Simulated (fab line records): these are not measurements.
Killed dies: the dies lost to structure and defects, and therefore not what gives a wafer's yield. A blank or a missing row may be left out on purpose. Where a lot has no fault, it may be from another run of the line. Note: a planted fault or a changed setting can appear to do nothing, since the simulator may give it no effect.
What tool caused it? + flow nandHarc + 12 lots, 36 wafers sampled, at 4 steps of a route of 1159

## WHAT THE GAUGES SHOWED, per wafer
The record lacks any reading of a measuring or inspecting step that a usual standard deviation could be used to judge.

## WHICH TOOL RAN EACH LOT (tool, then ch and the chambers of the sampled wafers, then the start)
| lot  | NHARC_P_M2_ETCH_28                           | NHARC_P_M2_PRE_CLEAN_32         | NHARC_P_M2_DEP_33               | NHARC_P_BONDPAD_CMP_32        |
|------|----------------------------------------------|---------------------------------|---------------------------------|-------------------------------|
| L221 | rieDiel-09 ch 0,3, day 6 10:33 or earlier    | pecvd-01 ch 1,2, day 6 10:33    | pecvd-01 ch 1,2, day 6 10:40    | cmp-03 ch 1,2,3, day 6 11:28  |
| L226 | rieDiel-09 ch 0,2,3, day 7 09:58 or earlier  | pecvd-01 ch 1,2, day 7 09:58    | pecvd-01 ch 1,2, day 7 10:03    | cmp-02 ch 0,2, day 7 10:54    |
| L225 | rieDiel-09 ch 1,2,3, day 7 10:59 or earlier  | pecvd-01 ch 0,2, day 7 10:59    | pecvd-01 ch 0,2, day 7 11:06    | cmp-03 ch 1,3, day 7 11:53    |
| L227 | rieDiel-09 ch 0,2, day 7 17:40 or earlier    | pecvd-04 ch 0,1,2, day 7 17:40  | pecvd-04 ch 0,1,2, day 7 17:44  | cmp-03 ch 2,3, day 7 18:35    |
| L228 | rieDiel-09 ch 1,2, day 7 18:31 or earlier    | pecvd-03 ch 0,1,2, day 7 18:31  | pecvd-03 ch 0,1,2, day 7 18:41  | cmp-01 ch 0,1,2, day 7 19:25  |
| L229 | rieDiel-09 ch 0,1,3, day 8 07:31 or earlier  | pecvd-03 ch 0,1,2, day 8 07:31  | pecvd-03 ch 0,1,2, day 8 07:38  | cmp-02 ch 1,2,3, day 8 08:26  |
| L232 | rieDiel-09 ch 0,1,3, day 9 00:13 or earlier  | pecvd-04 ch 1,2, day 9 00:13    | pecvd-04 ch 1,2, day 9 00:18    | cmp-01 ch 0,1,3, day 9 01:11  |
| L238 | rieDiel-12 ch 0,1,2, day 10 10:03 or earlier | pecvd-04 ch 0,1,2, day 10 10:03 | pecvd-04 ch 0,1,2, day 10 10:08 | cmp-03 ch 0,1,2, day 10 10:58 |
| L240 | rieDiel-09 ch 0,3, day 10 21:23 or earlier   | pecvd-04 ch 0,2, day 10 21:23   | pecvd-04 ch 0,2, day 10 21:30   | cmp-02 ch 1,2,3, day 10 22:19 |
| L242 | rieDiel-12 ch 0,1,2, day 11 10:43 or earlier | pecvd-04 ch 0,2, day 11 10:43   | pecvd-04 ch 0,2, day 11 10:50   | cmp-03 ch 0,1,2, day 11 11:35 |
| L244 | rieDiel-02 ch 0,3, day 11 19:59 or earlier   | pecvd-01 ch 0,2, day 11 19:59   | pecvd-01 ch 0,2, day 11 20:04   | cmp-03 ch 0,1,2, day 11 20:56 |
| L243 | rieDiel-12 ch 0,2, day 12 00:53 or earlier   | pecvd-03 ch 0,2, day 12 00:53   | pecvd-03 ch 0,2, day 12 00:59   | cmp-02 ch 0,1, day 12 01:46   |
- NHARC_P_M2_ETCH_28: etches the open film in CF4/N2, target depth 30 nm, time 72.99 s.
- NHARC_P_M2_PRE_CLEAN_32: time 12 s.
- NHARC_P_M2_DEP_33: deposits SiCN, target thk 30 nm.
- NHARC_P_BONDPAD_CMP_32: polishes SiCN, target thk 200 nm.

## WHAT THE TOOLS THEMSELVES READ (means of the sampled wafers that have a number; where no wafer has one, the mark that the record gives instead)
NHARC_P_M2_ETCH_28.
| lot  | tool       | cf4FlowSccm (sccm) | drypumpMotorCurrentA (A) | oesProductAu (a.u.) | rfVppV (V) | showerheadPlenumPTorr (Torr) | throttleValvePct (%) |
|------|------------|--------------------|--------------------------|---------------------|------------|------------------------------|----------------------|
| L221 | rieDiel-09 | 49.98              | 5.4                      | 1.002               | 312.2      | 2.53                         | 19.784               |
| L226 | rieDiel-09 | 49.92              | 5.4                      | 0.995               | 313.5      | 2.57                         | 19.801               |
| L225 | rieDiel-09 | 50.01              | 5.3                      | 0.993               | 312.9      | 2.55                         | 19.804               |
| L227 | rieDiel-09 | 49.99              | 5.6                      | 1.005               | 313.4      | 2.59                         | 19.796               |
| L228 | rieDiel-09 | 49.99              | 5.5                      | 1.000               | 314.1      | 2.60                         | 19.794               |
| L229 | rieDiel-09 | 50.05              | 5.3                      | 0.990               | 312.0      | 2.51                         | 19.794               |
| L232 | rieDiel-09 | 50.08              | 5.3                      | 0.993               | 312.1      | 2.51                         | 19.800               |
| L238 | rieDiel-12 | 49.95              | 5.1                      | 1.009               | 314.2      | 2.65                         | 19.799               |
| L240 | rieDiel-09 | 50.00              | 5.4                      | 1.010               | 312.2      | 2.53                         | 19.785               |
| L242 | rieDiel-12 | 49.94              | 5.1                      | 1.020               | 314.1      | 2.65                         | 19.793               |
| L244 | rieDiel-02 | 49.94              | 5.8                      | 1.001               | 314.2      | 2.61                         | 19.797               |
| L243 | rieDiel-12 | 49.99              | 5.4                      | 1.015               | 314.1      | 2.61                         | 19.801               |

NHARC_P_M2_PRE_CLEAN_32.
| lot  | tool     | heaterPowerW (W) | rfFwdPowerW (W) |
|------|----------|------------------|-----------------|
| L221 | pecvd-01 | 596              | 293.7           |
| L226 | pecvd-01 | 642              | 292.3           |
| L225 | pecvd-01 | 585              | 291.3           |
| L227 | pecvd-04 | 723              | 293.1           |
| L228 | pecvd-03 | 576              | 292.0           |
| L229 | pecvd-03 | 538              | 293.1           |
| L232 | pecvd-04 | 660              | 291.8           |
| L238 | pecvd-04 | 710              | 292.0           |
| L240 | pecvd-04 | 689              | 297.5           |
| L242 | pecvd-04 | 689              | 301.1           |
| L244 | pecvd-01 | 635              | 292.7           |
| L243 | pecvd-03 | 551              | 292.7           |

NHARC_P_M2_DEP_33.
| lot  | tool     | heaterPowerW (W) | showerheadVppV (V) |
|------|----------|------------------|--------------------|
| L221 | pecvd-01 | 528              | 1232               |
| L226 | pecvd-01 | 565              | 1218               |
| L225 | pecvd-01 | 551              | 1222               |
| L227 | pecvd-04 | 588              | 1332               |
| L228 | pecvd-03 | 508              | 1294               |
| L229 | pecvd-03 | 527              | 1291               |
| L232 | pecvd-04 | 604              | 1328               |
| L238 | pecvd-04 | 643              | 1338               |
| L240 | pecvd-04 | 612              | 1343               |
| L242 | pecvd-04 | 671              | 1324               |
| L244 | pecvd-01 | 564              | 1215               |
| L243 | pecvd-03 | 448              | 1333               |

NHARC_P_BONDPAD_CMP_32.
| lot  | tool   | motorCurrentA (A) | slurryFilterDpKPa (kPa) |
|------|--------|-------------------|-------------------------|
| L221 | cmp-03 | 12.8              | 13.46                   |
| L226 | cmp-02 | 11.4              | 13.50                   |
| L225 | cmp-03 | 11.7              | 13.42                   |
| L227 | cmp-03 | 12.5              | 13.49                   |
| L228 | cmp-01 | 12.2              | 13.46                   |
| L229 | cmp-02 | 12.5              | 13.50                   |
| L232 | cmp-01 | 12.6              | 13.50                   |
| L238 | cmp-03 | 13.7              | 13.39                   |
| L240 | cmp-02 | 12.7              | 13.39                   |
| L242 | cmp-03 | 13.2              | 13.51                   |
| L244 | cmp-03 | 13.6              | 13.47                   |
| L243 | cmp-02 | 11.6              | 13.61                   |

## THE ANSWER, worked out from the rows above alone
Rule: the usual values come from the lots themselves. Put in order of their means at a reading, lots are off if they are a third of the lots or fewer, leave a main group of 4 or more, and stand apart from it by a gap of 3 or more times the standard deviation of the main group's means; of several such gaps the widest counts. A main group whose means are all the same, to the digits that the tables above print for the reading, isn't used. A lot without any number at a reading at which 4 lots or more have one is off too. The other lots that the step has rows for count as sound. The gauges are gone through in route order, then the tools' own readings, and for those a lot's mean is taken as printed above. At the first step where some lot is off, the reading lying furthest off is the one used; lots without a number count as furthest.
Off: L240, L242, at NHARC_P_M2_PRE_CLEAN_32 (rfFwdPowerW). The main group has a mean of 292.5 W with a standard deviation of 0.69.
A tool fits if, at that step or a process step before it, it ran every lot that is off, and no sound lot after the first of them. NHARC_P_M2_ETCH_28 gives no start for some lots, so the hours and the order of its lots are those of NHARC_P_M2_PRE_CLEAN_32. One candidate fits, namely pecvd-04 at NHARC_P_M2_PRE_CLEAN_32. A fault onset in the window from L238 (day 10 10:03, its last sound lot) to L240 (day 10 21:23, its first lot off) fits.
The tool's own readings at NHARC_P_M2_PRE_CLEAN_32 bear it out: on the lots that are off they differ by more than 5 times the standard deviation of the sound lots' means. rfFwdPowerW reads 299.3 W there against 292.5 W on the sound lots.

## WHAT THE SIMULATOR HAD INSERTED
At NHARC_P_M2_PRE_CLEAN_32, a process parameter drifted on pecvd-04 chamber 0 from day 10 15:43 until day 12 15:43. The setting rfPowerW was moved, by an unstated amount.
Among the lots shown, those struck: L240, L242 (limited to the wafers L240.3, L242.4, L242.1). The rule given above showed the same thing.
